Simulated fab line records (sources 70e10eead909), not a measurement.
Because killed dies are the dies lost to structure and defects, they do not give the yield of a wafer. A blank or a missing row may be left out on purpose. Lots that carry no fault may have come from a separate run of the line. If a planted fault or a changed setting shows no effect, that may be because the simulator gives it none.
fab line records + flow nandHarc
record
- lots=6
- wafers=18
- lastDay=34
route steps=1302 shown A_CONTACT@1046 END@1302
lots with no fault: from the same line, run without faults
startH: the number of hours between the record's first day and the start of the first shown wafer of the lot + waitH: hours since the lot's step before + " repeats the value in the row above + L1.1+2: a row that stands for several wafers + - either no value or no given start + * or withheld: withheld + < > ~ a bound
route shown NAME@n: NAME is a module with steps in the file, n the number in the route of the first one + usual: mean and standard deviation over wafers with no fault + same: alike in all rows + chamber/n: place in a boat + sites: each site's reading + _std_site: standard deviation of those values + _edge_site: mean of outer sites minus mean of inner sites + radiusMm: how far each site lies from the wafer's centre + mask NAME#n: copy n + behind: tool/chamber where the wafer was last shaped + hold: cause of the lot's hold/its duration in hours/its outcome + device: whichever transistor did not switch (one of n, p or np) + end of line: tests run on the same wafers once the route is complete + a step without rows: its recipe alone + killed: the dies lost at the first sort to structure and to defects; this is not the yield of the wafer + map: dies across one wafer; x = killed, . = not, _ = none there
set.NAME: the setting as run; set.NAME@STEP: as run at that earlier step + model.NAME: the simulator's own value behind a step, which no gauge read
a table for each step, a row for each wafer; lots at some steps of the route
services: from which hour (startH, from the record's first day; less than 0 if before it) a tool's chamber was out of use, for how many hours, and why
## steps
# step NHARC_A_CONTACT_ETCH_78
# recipe
- targetDepthA=53000
- overEtchFrac=0.3
- timeS=1378
- ionEnergyEv=150
- o2FlowSccm=400
- cosFlowSccm=20
- arFlowSccm=0
- rfW=500
- biasW=300
- chemistry=O2/COS
# step NHARC_A_CONTACT_ETCH_124
# recipe
- sourceW=withheld
- pressureMtorr=20
- biasV=withheld
- timeS=140
- targetDepthA=7000
- arFlowSccm=withheld
- c4f8FlowSccm=withheld
- o2FlowSccm=withheld
- chemistry=C4F8/O2/Ar
# step NHARC_A_CONTACT_ETCH_125
# recipe
- sourceW=withheld
- pressureMtorr=20
- biasV=3000
- timeS=197
- targetDepthA=19180
- arFlowSccm=withheld
- c4f8FlowSccm=withheld
- o2FlowSccm=withheld
- chemistry=C4F8/O2/Ar
# usual
- chamberPressureMTorr=20.003/0.018
- oesAirLineAu=0.997/0.018
| lot.wafer | tool          | chamber | startH | waitH | chamberPressureMTorr | oesAirLineAu | rfHoursCounterH |
|-----------|---------------|---------|--------|-------|----------------------|--------------|-----------------|
| L250.2    | harCapEtch-02 | 0       | 521.58 | 0.2   | 19.992               | 0.957        | 85              |
| L250.3    | "             | 1       | "      | "     | 19.996               | 0.984        | -               |
| L250.6    | "             | 0       | "      | "     | 20.018               | 1.008        | -               |
| L253.2    | harCapEtch-02 | 1       | 533.68 | 0.2   | 19.977               | 0.997        | 89              |
| L253.3    | "             | 1       | "      | "     | 20.007               | 0.929        | -               |
| L253.5    | "             | 1       | "      | "     | 19.986               | 0.982        | -               |
| L263.2    | harCapEtch-03 | 0       | 646.61 | 0.2   | 20.011               | 1.003        | 69              |
| L263.3    | "             | 1       | "      | "     | 20.003               | 1.018        | -               |
| L263.6    | "             | 0       | "      | "     | 20.035               | 0.989        | -               |
| L264.4    | harCapEtch-01 | 1       | 647.61 | 0.2   | 20.025               | 0.991        | -               |
| L264.6    | "             | 1       | "      | "     | 19.979               | 1.017        | -               |
| L264.5    | "             | 0       | "      | "     | 19.984               | 0.997        | -               |
| L271.4    | harCapEtch-03 | 0       | 719.73 | 0.2   | 20.011               | 0.994        | -               |
| L271.5    | "             | 0       | "      | "     | 20.010               | 1.014        | -               |
| L271.6    | "             | 1       | "      | "     | 19.966               | 0.965        | -               |
| L270.3    | harCapEtch-01 | 1       | 740.08 | 0.2   | 20.002               | 1.008        | -               |
| L270.4    | "             | 0       | "      | "     | 20.001               | 0.988        | -               |
| L270.6    | "             | 1       | "      | "     | 20.026               | 1.007        | -               |
# step NHARC_A_CONTACT_ETCH_126
# recipe
- sourceW=withheld
- pressureMtorr=20
- biasV=3000
- timeS=197
- targetDepthA=19180
- arFlowSccm=withheld
- c4f8FlowSccm=withheld
- o2FlowSccm=withheld
- chemistry=C4F8/O2/Ar
# step NHARC_A_CONTACT_ETCH_127
# recipe
- sourceW=withheld
- pressureMtorr=20
- biasV=3000
- timeS=197
- targetDepthA=19180
- arFlowSccm=withheld
- c4f8FlowSccm=withheld
- o2FlowSccm=withheld
- chemistry=C4F8/O2/Ar
# usual
- chamberPressureMTorr=20.000/0.017
- oesAirLineAu=0.997/0.022
| lot.wafer | tool          | chamber | startH | waitH | chamberPressureMTorr | oesAirLineAu | rfHoursCounterH |
|-----------|---------------|---------|--------|-------|----------------------|--------------|-----------------|
| L250.2    | harCapEtch-02 | 0       | 521.93 | 0.1   | 20.002               | 1.004        | 85              |
| L250.3    | "             | 1       | "      | "     | 19.969               | 1.010        | -               |
| L250.6    | "             | 0       | "      | "     | 20.013               | 0.988        | -               |
| L253.2    | harCapEtch-02 | 1       | 534.03 | 0.1   | 20.019               | 1.019        | 89              |
| L253.3    | "             | 1       | "      | "     | 20.014               | 1.016        | -               |
| L253.5    | "             | 1       | "      | "     | 19.995               | 0.998        | -               |
| L263.2    | harCapEtch-03 | 0       | 646.97 | 0.2   | 20.008               | 1.003        | 69              |
| L263.3    | "             | 1       | "      | "     | 19.983               | 0.999        | -               |
| L263.6    | "             | 0       | "      | "     | 20.014               | 0.960        | -               |
| L264.4    | harCapEtch-01 | 1       | 647.97 | 0.1   | 19.987               | 0.998        | -               |
| L264.6    | "             | 1       | "      | "     | 19.999               | 1.009        | -               |
| L264.5    | "             | 0       | "      | "     | 20.015               | 1.014        | -               |
| L271.4    | harCapEtch-03 | 0       | 720.19 | 0.2   | 20.006               | 0.992        | -               |
| L271.5    | "             | 0       | "      | "     | 19.994               | 0.983        | -               |
| L271.6    | "             | 1       | "      | "     | 20.019               | 1.015        | -               |
| L270.3    | harCapEtch-01 | 1       | 740.44 | 0.1   | 19.993               | 1.012        | -               |
| L270.4    | "             | 0       | "      | "     | 20.009               | 1.016        | -               |
| L270.6    | "             | 1       | "      | "     | 20.016               | 0.981        | -               |
# step NHARC_A_CONTACT_ETCH_128
# recipe
- sourceW=withheld
- pressureMtorr=20
- biasV=3000
- timeS=197
- targetDepthA=19180
- arFlowSccm=withheld
- c4f8FlowSccm=withheld
- o2FlowSccm=withheld
- chemistry=C4F8/O2/Ar
# step NHARC_A_CONTACT_ETCH_129
# recipe
- sourceW=withheld
- pressureMtorr=20
- biasV=3000
- timeS=197
- targetDepthA=19180
- arFlowSccm=withheld
- c4f8FlowSccm=withheld
- o2FlowSccm=withheld
- chemistry=C4F8/O2/Ar
# step NHARC_A_CONTACT_ETCH_130
# recipe
- sourceW=withheld
- pressureMtorr=20
- biasV=3000
- timeS=197
- targetDepthA=19180
- arFlowSccm=withheld
- c4f8FlowSccm=withheld
- o2FlowSccm=withheld
- chemistry=C4F8/O2/Ar
# usual
- chamberPressureMTorr=20.001/0.018
- oesAirLineAu=1.000/0.02
| lot.wafer | tool          | chamber | startH | waitH | chamberPressureMTorr | oesAirLineAu | rfHoursCounterH |
|-----------|---------------|---------|--------|-------|----------------------|--------------|-----------------|
| L250.2    | harCapEtch-02 | 0       | 522.46 | 0.1   | 20.044               | 0.987        | 86              |
| L250.3    | "             | 1       | "      | "     | 20.009               | 1.024        | -               |
| L250.6    | "             | 0       | "      | "     | 19.976               | 0.991        | -               |
| L253.2    | harCapEtch-02 | 1       | 534.56 | 0.1   | 20.005               | 0.982        | 90              |
| L253.3    | "             | 1       | "      | "     | 19.984               | 0.995        | -               |
| L253.5    | "             | 1       | "      | "     | 19.997               | 0.996        | -               |
| L263.2    | harCapEtch-03 | 0       | 647.50 | 0.1   | 20.035               | 1.010        | 70              |
| L263.3    | "             | 1       | "      | "     | 20.001               | 1.004        | -               |
| L263.6    | "             | 0       | "      | "     | 19.984               | 1.014        | -               |
| L264.4    | harCapEtch-01 | 1       | 648.49 | 0.1   | 20.031               | 1.010        | -               |
| L264.6    | "             | 1       | "      | "     | 19.957               | 0.994        | -               |
| L264.5    | "             | 0       | "      | "     | 19.989               | 1.027        | -               |
| L271.4    | harCapEtch-03 | 0       | 720.89 | 0.2   | 20.036               | 0.992        | -               |
| L271.5    | "             | 0       | "      | "     | 19.981               | 0.985        | -               |
| L271.6    | "             | 1       | "      | "     | 19.991               | 1.011        | -               |
| L270.3    | harCapEtch-01 | 1       | 740.97 | 0.1   | 20.013               | 1.010        | -               |
| L270.4    | "             | 0       | "      | "     | 19.998               | 1.020        | -               |
| L270.6    | "             | 1       | "      | "     | 19.989               | 1.001        | -               |
# step NHARC_A_CONTACT_ETCH_131
# recipe
- sourceW=withheld
- pressureMtorr=20
- biasV=3000
- timeS=197
- targetDepthA=19180
- arFlowSccm=withheld
- c4f8FlowSccm=withheld
- o2FlowSccm=withheld
- chemistry=C4F8/O2/Ar
# usual
- chamberPressureMTorr=19.999/0.017
- oesAirLineAu=1.001/0.022
| lot.wafer | tool          | chamber | startH | waitH | chamberPressureMTorr | oesAirLineAu | rfHoursCounterH |
|-----------|---------------|---------|--------|-------|----------------------|--------------|-----------------|
| L250.2    | harCapEtch-02 | 0       | 522.64 | 0.1   | 20.025               | 0.986        | 86              |
| L250.3    | "             | 1       | "      | "     | 20.012               | 0.961        | -               |
| L250.6    | "             | 0       | "      | "     | 20.011               | 1.028        | -               |
| L253.2    | harCapEtch-02 | 1       | 534.74 | 0.1   | 20.017               | 0.982        | 90              |
| L253.3    | "             | 1       | "      | "     | 20.021               | 0.973        | -               |
| L253.5    | "             | 1       | "      | "     | 20.007               | 0.983        | -               |
| L263.2    | harCapEtch-03 | 0       | 647.68 | 0.1   | 20.000               | 1.009        | 70              |
| L263.3    | "             | 1       | "      | "     | 20.021               | 1.046        | -               |
| L263.6    | "             | 0       | "      | "     | 19.966               | 1.021        | -               |
| L264.4    | harCapEtch-01 | 1       | 648.67 | 0.1   | 19.976               | 1.013        | -               |
| L264.6    | "             | 1       | "      | "     | 19.991               | 0.953        | -               |
| L264.5    | "             | 0       | "      | "     | 20.031               | 1.029        | -               |
| L271.4    | harCapEtch-03 | 0       | 721.06 | 0.1   | 20.023               | 0.988        | -               |
| L271.5    | "             | 0       | "      | "     | 20.022               | 0.979        | -               |
| L271.6    | "             | 1       | "      | "     | 19.974               | 1.019        | -               |
| L270.3    | harCapEtch-01 | 1       | 741.15 | 0.1   | 20.006               | 0.995        | -               |
| L270.4    | "             | 0       | "      | "     | 20.020               | 1.035        | -               |
| L270.6    | "             | 1       | "      | "     | 19.986               | 0.976        | -               |
# step NHARC_A_CONTACT_ETCH_132
# recipe
- sourceW=withheld
- pressureMtorr=20
- biasV=3000
- timeS=197
- targetDepthA=19240
- arFlowSccm=withheld
- c4f8FlowSccm=withheld
- o2FlowSccm=withheld
- chemistry=C4F8/O2/Ar
# usual
- chamberPressureMTorr=20.002/0.023
- oesAirLineAu=1.002/0.021
| lot.wafer | tool          | chamber | startH | waitH | chamberPressureMTorr | oesAirLineAu | rfHoursCounterH |
|-----------|---------------|---------|--------|-------|----------------------|--------------|-----------------|
| L250.2    | harCapEtch-02 | 0       | 522.81 | 0.1   | 20.012               | 1.011        | 86              |
| L250.3    | "             | 1       | "      | "     | 20.012               | 1.021        | -               |
| L250.6    | "             | 0       | "      | "     | 20.003               | 1.018        | -               |
| L253.2    | harCapEtch-02 | 1       | 534.92 | 0.1   | 20.003               | 0.998        | 90              |
| L253.3    | "             | 1       | "      | "     | 20.031               | 0.997        | -               |
| L253.5    | "             | 1       | "      | "     | 20.005               | 0.998        | -               |
| L263.2    | harCapEtch-03 | 0       | 647.85 | 0.1   | 19.993               | 0.997        | 70              |
| L263.3    | "             | 1       | "      | "     | 20.002               | 0.975        | -               |
| L263.6    | "             | 0       | "      | "     | 19.976               | 1.014        | -               |
| L264.4    | harCapEtch-01 | 1       | 648.85 | 0.1   | 20.041               | 1.026        | -               |
| L264.6    | "             | 1       | "      | "     | 19.969               | 1.044        | -               |
| L264.5    | "             | 0       | "      | "     | 20.013               | 0.994        | -               |
| L271.4    | harCapEtch-03 | 0       | 721.24 | 0.1   | 20.010               | 1.002        | -               |
| L271.5    | "             | 0       | "      | "     | 19.993               | 1.008        | -               |
| L271.6    | "             | 1       | "      | "     | 19.995               | 0.991        | -               |
| L270.3    | harCapEtch-01 | 1       | 741.33 | 0.1   | 19.988               | 1.033        | -               |
| L270.4    | "             | 0       | "      | "     | 20.012               | 1.021        | -               |
| L270.6    | "             | 1       | "      | "     | 19.981               | 1.003        | -               |
# step NHARC_A_CONTACT_ETCH_133
# recipe
- sourceW=withheld
- pressureMtorr=20
- biasV=400
- timeS=374
- targetDepthA=16100
- arFlowSccm=withheld
- c4f8FlowSccm=11.5
- o2FlowSccm=7.2
- chemistry=C4F8/O2/Ar
# step NHARC_A_CONTACT_ETCH_91
# recipe
- targetDepthA=400
- overEtchFrac=0.5
- timeS=85.7
- ionEnergyEv=120
- ch3fFlowSccm=50
- o2FlowSccm=30
- arFlowSccm=200
- rfW=500
- biasW=100
- chemistry=CH3F/O2
# step NHARC_A_CONTACT_ETCH_97
# recipe
- targetDepthA=200
- overEtchFrac=0.5
- timeS=10
- ionEnergyEv=250
- c4f6FlowSccm=25
- o2FlowSccm=20
- arFlowSccm=500
- rfW=600
- biasW=500
- chemistry=C4F6/O2
# usual
- biasW=500.1/1.6
- c4f6FlowSccm=25.01/0.083
- drypumpMotorCurrentA=5.8/0.51
- oesProductAu=0.961/0.021
- rfVppV=546.4/2.9
- showerheadPlenumPTorr=3.90/0.13
- throttleValvePct=26.903/0.0093
| lot.wafer | tool       | chamber | startH | waitH | biasW | c4f6FlowSccm | drypumpMotorCurrentA | oesProductAu | rfHoursCounterH | rfVppV | showerheadPlenumPTorr | throttleValvePct |
|-----------|------------|---------|--------|-------|-------|--------------|----------------------|--------------|-----------------|--------|-----------------------|------------------|
| L250.2    | rieDiel-04 | 3       | 523.89 | -     | 502.4 | 24.91        | 6.2                  | 0.946        | 56              | 546.4  | 3.98                  | 26.909           |
| L250.3    | "          | 0       | "      | "     | 502.3 | 24.99        | 4.6                  | 0.954        | 54              | 551.3  | 4.16                  | 26.894           |
| L250.6    | "          | 2       | "      | "     | 500.4 | 25.10        | 5.8                  | 0.943        | -               | 544.5  | 3.81                  | 26.909           |
| L253.2    | rieDiel-01 | 1       | 536.00 | 0.1   | 499.0 | 24.97        | 5.3                  | 0.975        | 31              | 549.8  | 3.98                  | 26.912           |
| L253.3    | "          | 0       | "      | "     | 499.8 | 24.99        | 6.5                  | 0.968        | 31              | 546.2  | 3.90                  | 26.899           |
| L253.5    | "          | 3       | "      | "     | 500.8 | 25.03        | 5.5                  | 0.987        | -               | 543.5  | 3.74                  | 26.911           |
| L263.2    | rieDiel-01 | 1       | 648.96 | -     | -     | -            | -                    | -            | -               | -      | -                     | -                |
| L263.3    | "          | 3       | "      | "     | -     | -            | -                    | -            | -               | -      | -                     | -                |
| L263.6    | "          | 1       | "      | "     | -     | -            | -                    | -            | -               | -      | -                     | -                |
| L264.4    | rieDiel-01 | 1       | 649.88 | -     | -     | -            | -                    | -            | -               | -      | -                     | -                |
| L264.5    | "          | 0       | "      | "     | -     | -            | -                    | -            | -               | -      | -                     | -                |
| L264.6    | "          | 1       | "      | "     | -     | -            | -                    | -            | -               | -      | -                     | -                |
| L271.4    | rieDiel-01 | 1       | 722.29 | -     | 500.4 | 24.93        | 5.3                  | 0.963        | 17              | 548.0  | 3.96                  | 26.911           |
| L271.6    | "          | 2       | "      | "     | 500.1 | 24.91        | 5.9                  | 0.974        | -               | 549.8  | 4.04                  | 26.880           |
| L271.5    | "          | 3       | "      | "     | 499.4 | 24.87        | 5.5                  | 0.970        | -               | 539.9  | 3.72                  | 26.921           |
| L270.3    | rieDiel-07 | 1       | 742.48 | -     | 498.9 | 25.18        | 5.7                  | 0.965        | 29              | 545.2  | 3.79                  | 26.897           |
| L270.4    | "          | 2       | "      | "     | 497.8 | 24.92        | 5.9                  | 0.948        | 29              | 544.7  | 3.82                  | 26.911           |
| L270.6    | "          | 0       | "      | "     | 497.9 | 25.02        | 6.5                  | 0.958        | -               | 550.0  | 4.07                  | 26.892           |
# step NHARC_A_CONTACT_CD_MEAS_80
# usual
- cdNm=289.6/0.81
| lot.wafer | tool     | chamber | startH | waitH | cdNm  |
|-----------|----------|---------|--------|-------|-------|
| L250.2    | cdSem-02 | -       | 523.97 | -     | 289.2 |
| L250.3    | "        | -       | "      | "     | 289.4 |
| L250.6    | "        | -       | "      | "     | 289.7 |
| L253.2    | cdSem-02 | -       | 536.09 | -     | 288.5 |
| L253.3    | "        | -       | "      | "     | 288.5 |
| L253.5    | "        | -       | "      | "     | 288.0 |
| L263.2    | cdSem-01 | -       | 649.04 | -     | 290.3 |
| L263.3    | "        | -       | "      | "     | 290.3 |
| L263.6    | "        | -       | "      | "     | 290.6 |
| L264.4    | cdSem-03 | -       | 649.97 | -     | 290.3 |
| L264.5    | "        | -       | "      | "     | 290.6 |
| L264.6    | "        | -       | "      | "     | 290.3 |
| L271.4    | cdSem-02 | -       | 722.37 | -     | 289.8 |
| L271.5    | "        | -       | "      | "     | 289.2 |
| L271.6    | "        | -       | "      | "     | 289.6 |
| L270.3    | cdSem-03 | -       | 742.56 | -     | 290.1 |
| L270.4    | "        | -       | "      | "     | 290.1 |
| L270.6    | "        | -       | "      | "     | 289.6 |
# step NHARC_END_SORT_01
# recipe
- tempC=25
# usual
- killedAtArray=44/16
- killedAtOther=0.6/1.1
- killedAtPeriphery=3.9/2.6
- killedDies=48/16
- killedOpen=3.1/1.9
- killedShort=2.4/1.8
# same
- grossDies=677
| lot.wafer | tool      | chamber | startH | waitH | killedAtArray | killedAtOther | killedAtPeriphery | killedDies | killedOpen | killedShort |
|-----------|-----------|---------|--------|-------|---------------|---------------|-------------------|------------|------------|-------------|
| L263.2    | prober-02 | 0       | 704.92 | 2.8   | 674           | 0             | 3                 | 677        | 2          | 2           |
| L263.3    | prober-02 | 0       | 705.72 | 3.1   | 671           | 1             | 5                 | 677        | 0          | 3           |
| L263.6    | prober-02 | 0       | 708.14 | 4.0   | 674           | 0             | 3                 | 677        | 1          | 4           |
| L264.4    | prober-01 | 0       | 706.52 | 3.4   | 667           | 2             | 8                 | 677        | 7          | 2           |
| L264.5    | prober-01 | 0       | 707.32 | 3.7   | 674           | 0             | 3                 | 677        | 2          | 1           |
| L264.6    | prober-01 | 0       | 708.13 | 4.0   | 663           | 3             | 11                | 677        | 3          | 3           |
# killed by level:class
L263.2 A_CONTACT:areaEtch=621 A_CHANNEL_HOLE_D1:chamberFilmFlake=21 A_SLIT:chamberFilmFlake=14 A_CHANNEL_HOLE_D2:chamberFilmFlake=11 A_CONTACT:chamberFilmFlake=3 A_WL_FILL:geometricParticle:short=2 P_GATE:chamberFilmFlake=2 P_CONTACT:geometricParticle:open=1
L263.3 A_CONTACT:areaEtch=616 A_SLIT:chamberFilmFlake=23 A_CHANNEL_HOLE_D1:chamberFilmFlake=18 A_CONTACT:chamberFilmFlake=6 A_CHANNEL_HOLE_D2:chamberFilmFlake=3 P_STI:chamberFilmFlake=2 P_GATE:chamberFilmFlake=2 P_STI:geometricParticle:short=1
L264.4 A_CONTACT:areaEtch=630 A_SLIT:chamberFilmFlake=15 P_CONTACT:chamberFilmFlake=7 A_CHANNEL_HOLE_D1:chamberFilmFlake=7 A_M0:geometricParticle:open=3 A_CONTACT:chamberFilmFlake=3 A_ONON_D1:geometricParticle:open=2 A_DECK1_JOINT:chamberFilmFlake=2
L264.5 A_CONTACT:areaEtch=647 A_SLIT:chamberFilmFlake=16 P_GATE:chamberFilmFlake=2 A_CHANNEL_HOLE_D1:chamberFilmFlake=2 A_CHANNEL_FILL_D2:chamberFilmFlake=2 A_STAIRCASE:chamberFilmFlake=2 A_CHANNEL_HOLE_D1:geometricParticle:open=1 A_DECK1_JOINT:geometricParticle:open=1
L264.6 A_CONTACT:areaEtch=634 A_SLIT:chamberFilmFlake=18 P_CONTACT:chamberFilmFlake=7 P_ZERO_WELL:chamberFilmFlake=3 A_CHANNEL_HOLE_D1:chamberFilmFlake=3 THIN_TSV:chamberFilmFlake=3 A_ONON_D2:geometricParticle:open=2 A_CHANNEL_FILL_D2:geometricParticle:short=1
L263.6 A_CONTACT:areaEtch=603 A_CHANNEL_HOLE_D1:chamberFilmFlake=36 A_SLIT:chamberFilmFlake=18 A_CHANNEL_HOLE_D2:chamberFilmFlake=6 A_CONTACT:chamberFilmFlake=4 P_GATE:chamberFilmFlake=3 A_STAIRCASE:chamberFilmFlake=1 A_CHANNEL_FILL_D1:geometricParticle:short=1
# map L263.2 (x killed, . not)
____________x____________
_________xxxxxxx_________
_______xxxxxxxxxxx_______
______xxxxxxxxxxxxx______
_____xxxxxxxxxxxxxxx_____
____xxxxxxxxxxxxxxxxx____
____xxxxxxxxxxxxxxxxx____
___xxxxxxxxxxxxxxxxxxx___
___xxxxxxxxxxxxxxxxxxx___
__xxxxxxxxxxxxxxxxxxxxx__
__xxxxxxxxxxxxxxxxxxxxx__
_xxxxxxxxxxxxxxxxxxxxxxx_
_xxxxxxxxxxxxxxxxxxxxxxx_
_xxxxxxxxxxxxxxxxxxxxxxx_
_xxxxxxxxxxxxxxxxxxxxxxx_
_xxxxxxxxxxxxxxxxxxxxxxx_
xxxxxxxxxxxxxxxxxxxxxxxxx
xxxxxxxxxxxxxxxxxxxxxxxxx
xxxxxxxxxxxxxxxxxxxxxxxxx
xxxxxxxxxxxxxxxxxxxxxxxxx
xxxxxxxxxxxxxxxxxxxxxxxxx
_xxxxxxxxxxxxxxxxxxxxxxx_
_xxxxxxxxxxxxxxxxxxxxxxx_
_xxxxxxxxxxxxxxxxxxxxxxx_
_xxxxxxxxxxxxxxxxxxxxxxx_
_xxxxxxxxxxxxxxxxxxxxxxx_
__xxxxxxxxxxxxxxxxxxxxx__
__xxxxxxxxxxxxxxxxxxxxx__
___xxxxxxxxxxxxxxxxxxx___
___xxxxxxxxxxxxxxxxxxx___
____xxxxxxxxxxxxxxxxx____
____xxxxxxxxxxxxxxxxx____
_____xxxxxxxxxxxxxxx_____
______xxxxxxxxxxxxx______
_______xxxxxxxxxxx_______
_________xxxxxxx_________
____________x____________
# map L264.4 (x killed, . not)
____________x____________
_________xxxxxxx_________
_______xxxxxxxxxxx_______
______xxxxxxxxxxxxx______
_____xxxxxxxxxxxxxxx_____
____xxxxxxxxxxxxxxxxx____
____xxxxxxxxxxxxxxxxx____
___xxxxxxxxxxxxxxxxxxx___
___xxxxxxxxxxxxxxxxxxx___
__xxxxxxxxxxxxxxxxxxxxx__
__xxxxxxxxxxxxxxxxxxxxx__
_xxxxxxxxxxxxxxxxxxxxxxx_
_xxxxxxxxxxxxxxxxxxxxxxx_
_xxxxxxxxxxxxxxxxxxxxxxx_
_xxxxxxxxxxxxxxxxxxxxxxx_
_xxxxxxxxxxxxxxxxxxxxxxx_
xxxxxxxxxxxxxxxxxxxxxxxxx
xxxxxxxxxxxxxxxxxxxxxxxxx
xxxxxxxxxxxxxxxxxxxxxxxxx
xxxxxxxxxxxxxxxxxxxxxxxxx
xxxxxxxxxxxxxxxxxxxxxxxxx
_xxxxxxxxxxxxxxxxxxxxxxx_
_xxxxxxxxxxxxxxxxxxxxxxx_
_xxxxxxxxxxxxxxxxxxxxxxx_
_xxxxxxxxxxxxxxxxxxxxxxx_
_xxxxxxxxxxxxxxxxxxxxxxx_
__xxxxxxxxxxxxxxxxxxxxx__
__xxxxxxxxxxxxxxxxxxxxx__
___xxxxxxxxxxxxxxxxxxx___
___xxxxxxxxxxxxxxxxxxx___
____xxxxxxxxxxxxxxxxx____
____xxxxxxxxxxxxxxxxx____
_____xxxxxxxxxxxxxxx_____
______xxxxxxxxxxxxx______
_______xxxxxxxxxxx_______
_________xxxxxxx_________
____________x____________
## services
| tool          | chamber | startH | hours | kind      |
|---------------|---------|--------|-------|-----------|
| rieDiel-01    | 0       | 512.77 | -     | clean     |
| rieDiel-01    | 1       | 512.77 | -     | clean     |
| rieDiel-01    | 2       | 512.77 | -     | clean     |
| rieDiel-01    | 3       | 512.77 | -     | clean     |
| harCapEtch-01 | 0       | 514.00 | -     | clean     |
| harCapEtch-01 | 1       | 514.00 | -     | clean     |
| rieDiel-04    | -       | 532.41 | 9.0   | pm        |
| rieDiel-01    | 0       | 537.27 | -     | clean     |
| rieDiel-01    | 1       | 537.27 | -     | clean     |
| rieDiel-01    | 2       | 537.27 | -     | clean     |
| rieDiel-01    | 3       | 537.27 | -     | clean     |
| rieDiel-07    | -       | 550.42 | 0.9   | repair    |
| rieDiel-01    | -       | 558.11 | 9.0   | pm        |
| rieDiel-01    | 0       | 558.11 | 9.0   | ventCycle |
| rieDiel-01    | 1       | 558.11 | 9.0   | ventCycle |
| rieDiel-07    | 0       | 562.55 | 12.0  | repair    |
| rieDiel-01    | 3       | 601.55 | 3.7   | repair    |
| rieDiel-01    | 1       | 604.61 | 18.3  | repair    |
| rieDiel-07    | -       | 648.23 | 9.0   | pm        |
| rieDiel-04    | 1       | 655.38 | 4.3   | repair    |
| rieDiel-04    | 2       | 669.20 | 17.9  | repair    |
| rieDiel-04    | 0       | 703.71 | 5.1   | repair    |
| rieDiel-04    | -       | 709.41 | 9.0   | pm        |
| rieDiel-01    | -       | 735.11 | 9.0   | pm        |
## key
firstSign
- step=NHARC_A_CONTACT_ETCH_97
- reading=toolRecord
- direction=missing
effect
- step=NHARC_END_SORT_01
- reading=killedAtArray
- direction=up
- sigmas=40
- usual=44
- struck=670
moreKillsBornAt
- NHARC_A_CONTACT_ETCH_97@rieDiel-01=3751
metAt NHARC_A_CONTACT_ETCH_97
struckWafers L263.2,L263.3,L263.6,L264.4,L264.5,L264.6
laterRowsLeftOut L263.2,L263.3,L263.6,L264.4,L264.5,L264.6
testerLeftOut L263,L264
onsetBetween 536.00 648.96
fault
- kind=skippedStepWhole
- tool=rieDiel-01
- chamber=-
- onsetH=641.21
- steps=NHARC_A_CONTACT_ETCH_97
- scope=struckLotsOnly
# testerLeftOut: of these lots the tester's yield and bins aren't shown, on N5 and GAA mostly nor the transistor test; their killed dies are dies lost to structure and defects alone, not to doping, threshold or leakage, so they don't give the yield
# laterRowsLeftOut: the simulator's readings of these wafers behind a module that went badly wrong aren't trusted and aren't shown, but for the sort
